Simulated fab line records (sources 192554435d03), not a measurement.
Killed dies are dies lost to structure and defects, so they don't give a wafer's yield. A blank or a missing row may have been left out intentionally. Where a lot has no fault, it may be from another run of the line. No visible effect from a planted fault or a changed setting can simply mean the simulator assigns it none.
Which tool is to blame? | flow n5 finfet | 27 wafers from 9 lots sampled at 4 of the route's 1938 steps

## WHAT EACH GAUGE READ, for each wafer
N5_BEOL_M13_INSPECT_12: inspects for defects (macro).
lot  | measured     | on                | raw defect count
L560 | day 10 18:11 | defect inspect-01 | 0 1 0
L561 | day 11 05:05 | defect inspect-02 | 0 4 4
L565 | day 11 23:58 | defect inspect-01 | 2 1 1
L577 | day 15 07:05 | defect inspect-01 | >300 >300 >300
L576 | day 15 07:24 | defect inspect-01 | >300 >300 >300
L578 | day 15 14:59 | defect inspect-02 | 1 3 2
L582 | day 16 05:25 | defect inspect-01 | 0 0 2
L580 | day 16 11:46 | defect inspect-01 | 1 1 3
L583 | day 17 05:53 | defect inspect-02 | 4 2 2

## EACH LOT AND THE TOOL THAT RAN IT (in order: tool; ch and the chambers of the sampled wafers; start)
lot  | N5_BEOL_M12_TRENCH_ETCH_34         | N5_BEOL_M12_ANNEAL_48            | N5_BEOL_M13_ILD_DEP_00
L560 | rie diel-06 ch 1,3, day 10 12:21   | rtp anneal-01 ch 0, day 10 16:56 | pecvd-01 ch 0,1, day 10 17:41
L561 | rie diel-03 ch 0,1,2, day 11 02:14 | rtp anneal-01 ch 0, day 11 03:49 | pecvd-02 ch 0,1,2, day 11 04:34
L565 | rie diel-01 ch 0,2, day 11 21:25   | rtp anneal-01 ch 0, day 11 22:33 | pecvd-01 ch 0,1,2, day 11 23:20
L577 | rie diel-03 ch 0,1,2, day 15 00:34 | rtp anneal-01 ch 0, day 15 05:47 | pecvd-01 ch 1,2, day 15 06:34
L576 | rie diel-03 ch 1,3, day 15 03:09   | rtp anneal-02 ch 0, day 15 06:11 | pecvd-01 ch 0,2, day 15 06:53
L578 | rie diel-06 ch 0,1, day 15 10:31   | rtp anneal-02 ch 0, day 15 13:35 | pecvd-02 ch 1,2, day 15 14:22
L582 | rie diel-01 ch 0,1,2, day 16 01:41 | rtp anneal-01 ch 0, day 16 03:56 | pecvd-04 ch 0,2, day 16 04:54
L580 | rie diel-06 ch 0,1,3, day 16 07:44 | rtp anneal-02 ch 0, day 16 10:21 | pecvd-02 ch 0,2, day 16 11:08
L583 | rie diel-06 ch 1,2, day 17 03:28   | rtp anneal-01 ch 0, day 17 04:33 | pecvd-02 ch 1,2, day 17 05:23
- N5_BEOL_M12_TRENCH_ETCH_34: etches SiOC in C4F8/O2/Ar, target depth 318.95 nm, time 125.5 s.
- N5_BEOL_M12_ANNEAL_48: time 90 s.
- N5_BEOL_M13_ILD_DEP_00: deposits SiOC from DEMS/O2, target thk 837.92 nm, time 166.4 s.

## AS READ BY THE TOOLS THEMSELVES (means over the sampled wafers that have a number; for cases with no such wafer, the mark the record gives instead)
N5_BEOL_M12_TRENCH_ETCH_34.
lot  | tool        | drypump motor current A (A) | he inner torr (Torr) | he outer torr (Torr) | oes product au (a.u.) | rf vpp V (V) | showerhead plenum p Torr (Torr) | throttle valve pct (%)
L560 | rie diel-06 | 5.8                         | 14.997               | 30.01                | 0.78                  | 666.7        | 3.46                            | 24.38
L561 | rie diel-03 | 5.8                         | 15.006               | 30.05                | 0.86                  | 665.3        | 3.43                            | 24.32
L565 | rie diel-01 | 5.8                         | 15.006               | 30.07                | 0.91                  | 665.6        | 3.40                            | 24.08
L577 | rie diel-03 | 5.7                         | 15.004               | 30.04                | 0.81                  | 664.7        | 3.41                            | 24.37
L576 | rie diel-03 | 5.9                         | 14.974               | 30.01                | 0.81                  | 663.2        | 3.33                            | 24.22
L578 | rie diel-06 | 5.7                         | 14.999               | 30.04                | 0.79                  | 669.8        | 3.59                            | 24.23
L582 | rie diel-01 | 6.1                         | 15.000               | 29.95                | 0.84                  | 664.7        | 3.41                            | 24.04
L580 | rie diel-06 | 5.7                         | 15.014               | 29.98                | 0.75                  | 667.1        | 3.50                            | 24.38
L583 | rie diel-06 | 5.7                         | 14.998               | 30.06                | 0.83                  | 668.5        | 3.51                            | 24.20

N5_BEOL_M12_ANNEAL_48.
lot  | tool          | wafer_temp_C_max
L560 | rtp anneal-01 | 225.84
L561 | rtp anneal-01 | 225.98
L565 | rtp anneal-01 | 225.98
L577 | rtp anneal-01 | 225.89
L576 | rtp anneal-02 | 225.92
L578 | rtp anneal-02 | 226.04
L582 | rtp anneal-01 | 226.09
L580 | rtp anneal-02 | 226.05
L583 | rtp anneal-01 | 226.08

N5_BEOL_M13_ILD_DEP_00.
lot  | tool     | heater power w (W) | showerhead plenum p Torr (Torr) | throttle valve pct (%)
L560 | pecvd-01 | 424                | 5.675                           | 12.1
L561 | pecvd-02 | 516                | 5.711                           | 11.7
L565 | pecvd-01 | 440                | 5.675                           | 11.6
L577 | pecvd-01 | 418                | 5.683                           | 11.1
L576 | pecvd-01 | 415                | 5.676                           | 11.1
L578 | pecvd-02 | 458                | 5.712                           | 11.8
L582 | pecvd-04 | 451                | 5.697                           | 11.6
L580 | pecvd-02 | 491                | 5.721                           | 11.6
L583 | pecvd-02 | 484                | 5.704                           | 12.3

## THE ANSWER, worked out from the rows above alone
Rule: usual is defined by the lots themselves. The widest of any qualifying gaps counts: lots, ordered by their means at a reading, are off when they make up no more than a third of the lots, leave a main group of 4 or more, and stand apart from it by 3 or more times the standard deviation of that group's means. If all means in a main group match to the digits the tables above print for the reading, that group is not used. Also off: a lot with no number at a reading for which 4 or more lots have one. The other lots that the step has rows for count as sound. After the gauges, taken in route order, come the tools' own readings; for these a lot's mean is taken, as printed above. The first step at which some lot is off is used, and at that step the reading that is off furthest; a lot without a number counts as furthest.
Off: L577, L576 (N5_BEOL_M13_INSPECT_12, raw defect count). Without a number there: L577, L576. Main group: mean 1.6, sd 0.84.
A tool fits if, at a process step before that reading, it ran every lot that is off, and no sound lot after the first of them. Those tools and the gauges at N5_BEOL_M13_INSPECT_12 are tried in the same way. 2 tools fit, rie diel-03 at N5_BEOL_M12_TRENCH_ETCH_34 and pecvd-01 at N5_BEOL_M13_ILD_DEP_00, so this cannot tell which one it is.

## WHAT THE SIMULATOR HAD PUT IN
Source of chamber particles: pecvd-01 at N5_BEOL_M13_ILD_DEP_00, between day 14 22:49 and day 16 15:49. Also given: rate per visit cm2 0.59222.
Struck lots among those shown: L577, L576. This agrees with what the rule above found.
